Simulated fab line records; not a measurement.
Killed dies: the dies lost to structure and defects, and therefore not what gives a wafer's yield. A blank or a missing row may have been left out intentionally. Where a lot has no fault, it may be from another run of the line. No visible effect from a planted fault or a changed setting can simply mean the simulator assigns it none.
fab line records | flow nand-harc
record lots=13 | wafers=39 | last-day=25
route steps=1159 shown P_BONDPAD@386 A_ONON_D1@444 A_CHANNEL_HOLE_D1@462 END@1159
lots with no fault: from the same line, run without faults
start-h: hours from the record's first day to the start of the lot's first wafer shown | wait-h: hours elapsed since this lot's preceding step | " same as the row above | L1.1+2: a row that stands for several wafers | - value missing, or start not given | * or withheld: withheld | < > ~ a bound
route shown NAME@n: a module of which the file shows steps, and the number in the route of the first | usual: mean and standard deviation over wafers with no fault | same: alike in all rows | chamber/n: place in a boat | sites: the reading at each site | _std_site: the values' standard deviation | _edge_site: the outer-site mean with the inner-site mean subtracted | radius-mm: for every site, how far away it sits from the centre of the wafer | mask NAME#n: copy n | behind: the tool/chamber that last shaped the wafer | hold: the reason the lot was held/the length of the hold in hours/how it ended | device: whichever transistor did not switch (one of n, p or np) | end of line: the tests these same wafers got at the end of their route | step lacking rows: just its recipe | killed: dies lost to structure and defects at the first sort, not the wafer's yield | map: a wafer's dies, x killed, . not, _ none there
set.NAME: the setting the step ran with; set.NAME@STEP: the setting that earlier step ran with | model.NAME: the simulator's own value behind a step, which no gauge read
a sample of lots followed through the steps of the route, with each step as a table and each wafer as a row
services: from which hour (start-h, from the record's first day; less than 0 if before it) a tool's chamber was out of use, for how many hours, and why
## steps
# step NHARC_P_BONDPAD_ACTIVATE_29
# recipe time-s=60 | n2-flow-sccm=200 | ar-flow-sccm=0 | bias-power-w=0 | chemistry=N2
# usual drypump-motor-current-A=5.40/0.26 | oes-product-au=1.001/0.0099 | rf-vpp-V=64.3/1.1 | showerhead-plenum-p-Torr=1.82/0.088
lot.wafer | tool        | chamber | start-h | wait-h | drypump-motor-current-A | oes-product-au | rf-hours-counter-h | rf-vpp-V | showerhead-plenum-p-Torr
L911.4    | rie-diel-02 | 1       | 128.91  | 0.1    | 5.55                    | 0.986          | 48                 | 63.7     | 1.73
L911.1    | "           | 2       | "       | "      | 6.05                    | 1.017          | 45                 | 62.5     | 1.77
L911.3    | "           | 0       | "       | "      | 5.46                    | 0.990          | 47                 | 63.8     | 1.76
L913.2    | rie-diel-08 | 1       | 143.27  | 0.1    | 5.09                    | 0.987          | 1                  | 65.1     | 1.91
L913.3    | "           | 3       | "       | "      | 5.61                    | 0.994          | 1                  | 63.3     | 1.77
L913.5    | "           | 1       | "       | "      | 5.06                    | 0.988          | -                  | 65.3     | 1.91
L914.3    | rie-diel-08 | 2       | 156.48  | 0.1    | 5.36                    | 1.008          | 2                  | 62.5     | 1.72
L914.2    | "           | 3       | "       | "      | 5.61                    | 0.995          | 2                  | 63.7     | 1.77
L914.1    | "           | 0       | "       | "      | 5.47                    | 1.003          | 2                  | 64.7     | 1.91
L916.1    | rie-diel-04 | 3       | 164.29  | 0.1    | 6.14                    | 0.995          | 17                 | 64.0     | 1.70
L916.2    | "           | 1       | "       | "      | 6.49                    | 1.020          | 14                 | 66.1     | 1.78
L916.3    | "           | 2       | "       | "      | 6.32                    | 1.013          | 17                 | 62.6     | 1.64
L917.4    | rie-diel-08 | 3       | 175.73  | 0.1    | 5.60                    | 0.990          | 4                  | 63.8     | 1.77
L917.3    | "           | 0       | "       | "      | 5.47                    | 0.998          | 5                  | 66.5     | 1.91
L917.6    | "           | 2       | "       | "      | 5.38                    | 1.002          | -                  | 65.7     | 1.72
L918.2    | rie-diel-08 | 1       | 180.86  | 0.1    | 5.08                    | 0.995          | 5                  | 64.5     | 1.91
L918.5    | "           | 0       | "       | "      | 5.49                    | 0.996          | -                  | 65.7     | 1.91
L918.6    | "           | 1       | "       | "      | 5.07                    | 1.003          | -                  | 66.9     | 1.91
L920.1    | rie-diel-08 | 3       | 191.67  | 0.1    | 5.60                    | 1.004          | 5                  | 64.0     | 1.77
L920.3    | "           | 0       | "       | "      | 5.50                    | 1.006          | 6                  | 65.1     | 1.91
L920.6    | "           | 1       | "       | "      | 5.09                    | 0.997          | -                  | 63.7     | 1.91
L925.4    | rie-diel-08 | 2       | 206.17  | 0.1    | 5.35                    | 1.011          | 6                  | 64.3     | 1.72
L925.2    | "           | 0       | "       | "      | 5.51                    | 1.003          | 7                  | 66.1     | 1.91
L925.5    | "           | 1       | "       | "      | 5.07                    | 0.994          | -                  | 65.9     | 1.91
L923.4    | rie-diel-08 | 1       | 206.98  | 0.1    | 5.09                    | 0.986          | 7                  | 67.1     | 1.91
L923.3    | "           | 2       | "       | "      | 5.39                    | 0.999          | 6                  | 65.3     | 1.72
L923.5    | "           | 0       | "       | "      | 5.49                    | 0.995          | -                  | 65.3     | 1.91
L929.1    | rie-diel-02 | 3       | 238.55  | 0.1    | 5.34                    | 1.006          | 31                 | 64.0     | 1.85
L929.5    | "           | 0       | "       | "      | 5.40                    | 0.996          | -                  | 65.2     | 1.75
L929.6    | "           | 1       | "       | "      | 5.49                    | 0.984          | -                  | 62.6     | 1.72
L930.2    | rie-diel-08 | 2       | 242.50  | 0.1    | 5.40                    | 1.013          | 10                 | 63.2     | 1.71
L930.3    | "           | 0       | "       | "      | 5.50                    | 0.995          | 11                 | 65.8     | 1.91
L930.6    | "           | 2       | "       | "      | 5.37                    | 1.008          | -                  | 63.9     | 1.71
L932.3    | rie-diel-08 | 2       | 257.34  | 0.1    | 5.34                    | 1.015          | 11                 | 64.2     | 1.71
L932.5    | "           | 1       | "       | "      | 5.08                    | 1.011          | -                  | 64.9     | 1.90
L932.6    | "           | 2       | "       | "      | 5.34                    | 1.018          | -                  | 64.3     | 1.71
L934.4    | rie-diel-08 | 1       | 272.77  | 0.1    | 5.09                    | 1.014          | 13                 | 65.8     | 1.90
L934.2    | "           | 3       | "       | "      | 5.60                    | 1.000          | 13                 | 62.9     | 1.77
L934.3    | "           | 0       | "       | "      | 5.47                    | 1.002          | 13                 | 63.5     | 1.90
# step NHARC_A_ONON_D1_DEP_28
# recipe target-thk-a=10000 | n2-flow-sccm=2750 | n2o-flow-sccm=2000 | nh3-flow-sccm=500 | sih4-flow-sccm=210 | temp-c=400
lot.wafer  | tool          | chamber | start-h | wait-h
L911.1+3+4 | pecvd-onon-01 | 0       | 164.58  | 0.1
L913.2+3+5 | pecvd-onon-02 | 0       | 178.56  | 0.1
L914.1+2+3 | pecvd-onon-01 | 0       | 193.53  | 0.1
L916.1+2+3 | pecvd-onon-03 | 0       | 200.81  | 0.1
L917.3+4+6 | pecvd-onon-02 | 0       | 212.69  | 0.2
L918.2+5+6 | pecvd-onon-03 | 0       | 217.42  | 0.1
L920.1+3+6 | pecvd-onon-01 | 0       | 230.36  | 0.1
L925.2+4+5 | pecvd-onon-01 | 0       | 247.47  | 0.1
L923.3+4+5 | pecvd-onon-02 | 0       | 247.54  | 0.2
L929.1+5+6 | pecvd-onon-03 | 0       | 271.68  | 0.1
L930.2+3+6 | pecvd-onon-03 | 0       | 277.72  | 0.1
L932.3+5+6 | pecvd-onon-03 | 0       | 294.85  | 0.2
L934.2+3+4 | pecvd-onon-02 | 0       | 313.02  | 0.1
# step NHARC_A_ONON_D1_THK_MEAS_30
# recipe thk-meas-gauge=ellipsometry
# usual thk-nm=998/9.3
lot.wafer | tool          | chamber | start-h | wait-h | thk-nm
L911.1    | film-metro-02 | -       | 165.10  | -      | 1000
L911.3    | "             | -       | "       | "      | 1000
L911.4    | "             | -       | "       | "      | 999
L913.2    | film-metro-01 | -       | 179.01  | -      | 999
L913.3    | "             | -       | "       | "      | 999
L913.5    | "             | -       | "       | "      | 998
L914.1    | film-metro-01 | -       | 194.04  | -      | 987
L914.2    | "             | -       | "       | "      | 987
L914.3    | "             | -       | "       | "      | 985
L916.1    | film-metro-01 | -       | 201.32  | -      | 995
L916.2    | "             | -       | "       | "      | 993
L916.3    | "             | -       | "       | "      | 993
L917.3    | film-metro-02 | -       | 213.08  | -      | 1009
L917.4    | "             | -       | "       | "      | 1012
L917.6    | "             | -       | "       | "      | 1009
L918.2    | film-metro-02 | -       | 217.88  | -      | 993
L918.5    | "             | -       | "       | "      | 992
L918.6    | "             | -       | "       | "      | 993
L920.1    | film-metro-01 | -       | 230.89  | -      | 1007
L920.3    | "             | -       | "       | "      | 1007
L920.6    | "             | -       | "       | "      | 1008
L925.2    | film-metro-01 | -       | 247.92  | -      | 994
L925.4    | "             | -       | "       | "      | 994
L925.5    | "             | -       | "       | "      | 994
L923.3    | film-metro-02 | -       | 247.93  | -      | 991
L923.4    | "             | -       | "       | "      | 990
L923.5    | "             | -       | "       | "      | 989
L929.1    | film-metro-01 | -       | 272.20  | -      | 994
L929.5    | "             | -       | "       | "      | 994
L929.6    | "             | -       | "       | "      | 995
L930.2    | film-metro-02 | -       | 278.17  | -      | 683
L930.3    | "             | -       | "       | "      | 682
L930.6    | "             | -       | "       | "      | 680
L932.3    | film-metro-01 | -       | 295.24  | -      | 647
L932.5    | "             | -       | "       | "      | 646
L932.6    | "             | -       | "       | "      | 646
L934.2    | film-metro-02 | -       | 313.48  | -      | 998
L934.3    | "             | -       | "       | "      | 998
L934.4    | "             | -       | "       | "      | 998
# step NHARC_A_CHANNEL_HOLE_D1_CD_MEAS_10
# recipe target-cd-nm=100 | landing-energy-ev=500
# usual cd-nm=100.2/0.57
lot.wafer | tool      | chamber | start-h | wait-h | cd-nm
L911.1    | cd-sem-02 | 0       | 169.33  | -      | 100.1
L911.3    | "         | 0       | "       | "      | 100.3
L911.4    | "         | 0       | "       | "      | 99.5
L913.2    | cd-sem-03 | 0       | 185.08  | -      | 100.2
L913.3    | "         | 0       | "       | "      | 100.0
L913.5    | "         | 0       | "       | "      | 99.7
L914.1    | cd-sem-02 | 0       | 197.25  | -      | 99.8
L914.2    | "         | 0       | "       | "      | 99.1
L914.3    | "         | 0       | "       | "      | 100.0
L916.1    | cd-sem-01 | 0       | 204.62  | -      | 100.4
L916.2    | "         | 0       | "       | "      | 101.0
L916.3    | "         | 0       | "       | "      | 100.7
L917.3    | cd-sem-03 | 0       | 217.39  | -      | 99.7
L917.4    | "         | 0       | "       | "      | 99.1
L917.6    | "         | 0       | "       | "      | 98.9
L918.2    | cd-sem-02 | 0       | 222.65  | -      | 101.1
L918.5    | "         | 0       | "       | "      | 100.8
L918.6    | "         | 0       | "       | "      | 101.0
L920.1    | cd-sem-03 | 0       | 236.84  | -      | 100.0
L920.3    | "         | 0       | "       | "      | 99.3
L920.6    | "         | 0       | "       | "      | 100.1
L925.2    | cd-sem-02 | 0       | 251.70  | -      | 100.0
L925.4    | "         | 0       | "       | "      | 100.8
L925.5    | "         | 0       | "       | "      | 99.9
L923.3    | cd-sem-02 | 0       | 252.73  | -      | 101.3
L923.4    | "         | 0       | "       | "      | 100.3
L923.5    | "         | 0       | "       | "      | 100.5
L929.1    | cd-sem-01 | 0       | 276.20  | -      | 101.1
L929.5    | "         | 0       | "       | "      | 100.3
L929.6    | "         | 0       | "       | "      | 99.5
L934.2    | cd-sem-03 | 0       | 316.75  | -      | 99.7
L934.3    | "         | 0       | "       | "      | 98.8
L934.4    | "         | 0       | "       | "      | 100.2
# step NHARC_A_CHANNEL_HOLE_D1_OVL_MEAS_11
# usual overlay-x-nm=-0.1/0.72 | overlay-y-nm=0.1/0.66
lot.wafer | tool       | chamber | start-h | wait-h | overlay-x-nm | overlay-y-nm
L911.1    | overlay-01 | -       | 169.43  | -      | -1.1         | 0.6
L911.3    | "          | -       | "       | "      | -0.5         | 0.4
L911.4    | "          | -       | "       | "      | -0.7         | 1.1
L913.2    | overlay-02 | -       | 185.17  | -      | 0.3          | -1.2
L913.3    | "          | -       | "       | "      | -0.3         | -0.9
L913.5    | "          | -       | "       | "      | 0.0          | -0.6
L914.1    | overlay-01 | -       | 197.34  | -      | 0.3          | 1.6
L914.2    | "          | -       | "       | "      | 0.3          | 1.2
L914.3    | "          | -       | "       | "      | 0.0          | 1.5
L916.1    | overlay-01 | -       | 204.71  | -      | -0.1         | -0.1
L916.2    | "          | -       | "       | "      | 0.0          | 0.1
L916.3    | "          | -       | "       | "      | -0.4         | -0.2
L917.3    | overlay-01 | -       | 217.47  | -      | -0.6         | -1.1
L917.4    | "          | -       | "       | "      | -0.3         | -1.0
L917.6    | "          | -       | "       | "      | -0.3         | -1.1
L918.2    | overlay-02 | -       | 222.74  | -      | -0.6         | -0.1
L918.5    | "          | -       | "       | "      | -0.1         | -0.5
L918.6    | "          | -       | "       | "      | -0.4         | 0.1
L920.1    | overlay-01 | -       | 236.93  | -      | 0.0          | 0.7
L920.3    | "          | -       | "       | "      | 0.2          | 1.1
L920.6    | "          | -       | "       | "      | 0.1          | 0.7
L925.2    | overlay-01 | -       | 251.78  | -      | 1.3          | 0.6
L925.4    | "          | -       | "       | "      | 1.6          | 1.1
L925.5    | "          | -       | "       | "      | 0.6          | 1.1
L923.3    | overlay-02 | -       | 252.81  | -      | 0.0          | 0.4
L923.4    | "          | -       | "       | "      | 0.2          | 0.6
L923.5    | "          | -       | "       | "      | -0.4         | 0.5
L929.1    | overlay-01 | -       | 276.28  | -      | -0.4         | 0.5
L929.5    | "          | -       | "       | "      | -0.6         | 0.0
L929.6    | "          | -       | "       | "      | 0.1          | 0.1
L934.2    | overlay-02 | -       | 316.83  | -      | 1.1          | 0.2
L934.3    | "          | -       | "       | "      | 1.3          | -0.3
L934.4    | "          | -       | "       | "      | 1.3          | -0.5
# step NHARC_END_SORT_01
# recipe temp-c=25
# usual killed-at-array=25/9.2 | killed-at-other=0.8/1.2 | killed-at-periphery=3.9/2.6 | killed-dies=30/9.7 | killed-open=3.4/1.9 | killed-short=2.0/1.4
# same gross-dies=677
lot.wafer | tool      | chamber | start-h | wait-h | killed-at-array | killed-at-other | killed-at-periphery | killed-dies | killed-open | killed-short
L930.2    | prober-01 | 0       | 552.55  | 2.8    | 674             | 2               | 1                   | 677         | 3           | 3
L930.3    | prober-01 | 0       | 553.36  | 3.1    | 674             | 0               | 3                   | 677         | 8           | 2
L930.6    | prober-01 | 0       | 555.78  | 4.0    | 676             | 1               | 0                   | 677         | 1           | 3
L932.3    | prober-02 | 0       | 561.08  | 3.1    | 670             | 4               | 3                   | 677         | 6           | 1
L932.5    | prober-02 | 0       | 562.69  | 3.7    | 675             | 2               | 0                   | 677         | 5           | 2
L932.6    | prober-02 | 0       | 563.49  | 4.0    | 674             | 1               | 2                   | 677         | 0           | 2
# killed by level:class
L930.2 A_ONON_D1:area-dep=664 A_CHANNEL_HOLE_D1:chamber-film-flake=3 A_CONTACT:geometric-particle:open=2 A_CONTACT:chamber-film-flake=2 THIN_TSV:chamber-film-flake=2 P_M0:geometric-particle:open=1 A_SOURCE_PLATE:geometric-particle:short=1 A_ONON_D1:geometric-particle:short=1
L930.3 A_ONON_D1:area-dep=660 A_CHANNEL_HOLE_D1:chamber-film-flake=6 A_M0:geometric-particle:open=2 P_GATE:geometric-particle:short=1 P_GATE:geometric-particle:open=1 P_M1:geometric-particle:open=1 A_ONON_D1:geometric-particle:open=1 A_CHANNEL_HOLE_D1:geometric-particle:short=1
L930.6 A_ONON_D1:area-dep=661 A_CHANNEL_HOLE_D1:chamber-film-flake=7 A_WL_FILL:chamber-film-flake=2 A_CONTACT:chamber-film-flake=2 A_CHANNEL_FILL_D1:geometric-particle:short=1 A_WL_FILL:geometric-particle:short=1 A_CONTACT:geometric-particle:open=1 A_CONTACT:geometric-particle:short=1
L932.3 A_ONON_D1:area-dep=638 A_CHANNEL_HOLE_D1:chamber-film-flake=19 THIN_TSV:chamber-film-flake=4 A_M0:geometric-particle:open=3 A_SLIT:chamber-film-flake=3 A_CONTACT:chamber-film-flake=3 P_M2:chamber-film-flake=2 P_CONTACT:geometric-particle:open=1
L932.5 A_ONON_D1:area-dep=642 A_CHANNEL_HOLE_D1:chamber-film-flake=16 A_CONTACT:chamber-film-flake=5 A_SLIT:chamber-film-flake=4 A_CONTACT:geometric-particle:open=2 A_M0:geometric-particle:open=2 THIN_TSV:chamber-film-flake=2 A_ONON_D1:geometric-particle:open=1
L932.6 A_ONON_D1:area-dep=646 A_CHANNEL_HOLE_D1:chamber-film-flake=16 A_CONTACT:chamber-film-flake=6 A_SLIT:chamber-film-flake=4 P_M0:geometric-particle:short=1 A_CHANNEL_FILL_D1:geometric-particle:short=1 P_M2:chamber-film-flake=1 A_ZERO_WELL:chamber-film-flake=1
## services
tool          | chamber | start-h | hours | kind
rie-diel-02   | 2       | 106.45  | 13.1  | repair
pecvd-onon-02 | -       | 111.10  | 13.0  | pm
rie-diel-04   | -       | 112.99  | 9.0   | pm
rie-diel-08   | -       | 124.97  | 9.0   | pm
rie-diel-08   | 0       | 124.97  | 9.0   | vent-cycle
rie-diel-08   | 1       | 124.97  | 9.0   | vent-cycle
rie-diel-08   | 2       | 124.97  | 9.0   | vent-cycle
rie-diel-08   | 3       | 124.97  | 9.0   | vent-cycle
rie-diel-08   | 0       | 133.97  | -     | clean
rie-diel-08   | 1       | 133.97  | -     | clean
rie-diel-08   | 2       | 133.97  | -     | clean
rie-diel-08   | 3       | 133.97  | -     | clean
rie-diel-02   | -       | 150.91  | 9.0   | pm
pecvd-onon-03 | -       | 153.00  | 13.0  | pm
rie-diel-08   | 3       | 153.53  | 1.5   | repair
rie-diel-08   | 0       | 158.47  | -     | clean
rie-diel-08   | 1       | 158.47  | -     | clean
rie-diel-08   | 2       | 158.47  | -     | clean
rie-diel-08   | 3       | 158.47  | -     | clean
rie-diel-08   | 0       | 182.97  | -     | clean
rie-diel-08   | 1       | 182.97  | -     | clean
pecvd-onon-01 | -       | 195.00  | 13.0  | pm
pecvd-onon-02 | -       | 292.10  | 13.0  | pm
rie-diel-08   | -       | 301.97  | 9.0   | pm
## key
first-sign step=NHARC_A_ONON_D1_THK_MEAS_30 | reading=thk-nm | direction=down | sigmas=36 | usual=998 | struck=664
effect step=NHARC_END_SORT_01 | reading=killed-at-array | direction=up | sigmas=71 | usual=25 | struck=674
more-kills-born-at NHARC_A_ONON_D1_DEP_28@pecvd-onon-03=3911
met-at NHARC_A_ONON_D1_DEP_28
struck-lots L930,L932
later-rows-left-out L930.2,L930.3,L930.6,L932.3,L932.5,L932.6
tester-left-out L930,L932
not-acting-at NHARC_P_BONDPAD_ACTIVATE_29,NHARC_A_CHANNEL_HOLE_D1_CD_MEAS_10,NHARC_A_CHANNEL_HOLE_D1_OVL_MEAS_11
onset-between 271.68 277.72
fault kind=process-parameter-drift | tool=pecvd-onon-03 | chamber=- | onset-h=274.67 | steps=NHARC_A_ONON_D1_DEP_28 | channel=target-thk-a | offset=* | shape=step | end-h=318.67 | acts-in=* | stated=*
# tester-left-out: of these lots the tester's yield and bins aren't shown, on N5 and GAA mostly nor the transistor test; their killed dies are dies lost to structure and defects alone, not to doping, threshold or leakage, so they don't give the yield
# later-rows-left-out: the simulator's readings of these wafers behind a module that went badly wrong aren't trusted and aren't shown, but for the sort
